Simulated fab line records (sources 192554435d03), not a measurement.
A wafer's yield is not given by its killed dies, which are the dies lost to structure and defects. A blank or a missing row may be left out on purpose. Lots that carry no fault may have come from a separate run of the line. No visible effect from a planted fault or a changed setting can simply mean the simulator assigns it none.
Matching of chambers + flow n5 finfet + N5_MOL_CONTACT_COAG_CONTACT_ETCH_14 on rie diel-06 has 4 sister chambers
The step etches SiO2 in C4F6/O2, target depth 27.5 nm, overetch 8.5 nm, time 20 s. 4 wafers are shown with their chamber, then 11 later ones without.

== WAFERS, EACH WITH ITS CHAMBER ==
| wafer  | chamber | showerhead plenum p Torr (Torr) |
|--------|---------|---------------------------------|
| L086.3 | 2       | 2.96                            |
| L090.5 | 0       | 2.80                            |
| L090.6 | 3       | 2.86                            |
| L092.1 | 1       | 2.89                            |

== WAFERS WITH NO CHAMBER GIVEN ==
| wafer  | showerhead plenum p Torr (Torr) |
|--------|---------------------------------|
| L092.2 | 2.80                            |
| L092.4 | 2.86                            |
| L093.3 | 2.96                            |
| L093.5 | 2.89                            |
| L093.6 | 2.80                            |
| L094.2 | 2.86                            |
| L094.5 | 2.80                            |
| L094.6 | 2.89                            |
| L097.1 | 2.95                            |
| L097.2 | 2.89                            |
| L097.6 | 2.79                            |

== THE CHAMBER EACH PASSED THROUGH ==
| wafer  | from the rows above | in truth |
|--------|---------------------|----------|
| L092.2 | 0                   | 0        |
| L092.4 | 3                   | 3        |
| L093.3 | 2                   | 2        |
| L093.5 | 1                   | 1        |
| L093.6 | 0                   | 0        |
| L094.2 | 3                   | 3        |
| L094.5 | 0                   | 0        |
| L094.6 | 1                   | 1        |
| L097.1 | 2                   | 2        |
| L097.2 | 1                   | 1        |
| L097.6 | 0                   | 0        |
11 of 11 placed correctly. Left unplaced by these rows: 0. 0 placed wrongly.
How it was worked out, from the rows above alone: a wafer's distance from a chamber is the root of the sum, over the readings, of the square of ((its reading less the chamber's mean) divided by the reading's scatter). If the next closest chamber is less than 2 further off than the closest, the wafer can't be placed; otherwise it belongs to the closest. A chamber's mean is the mean of its shown wafers. The scatter: root of mean squared gap, hidden wafer to nearest shown wafer, with one shown wafer a chamber.
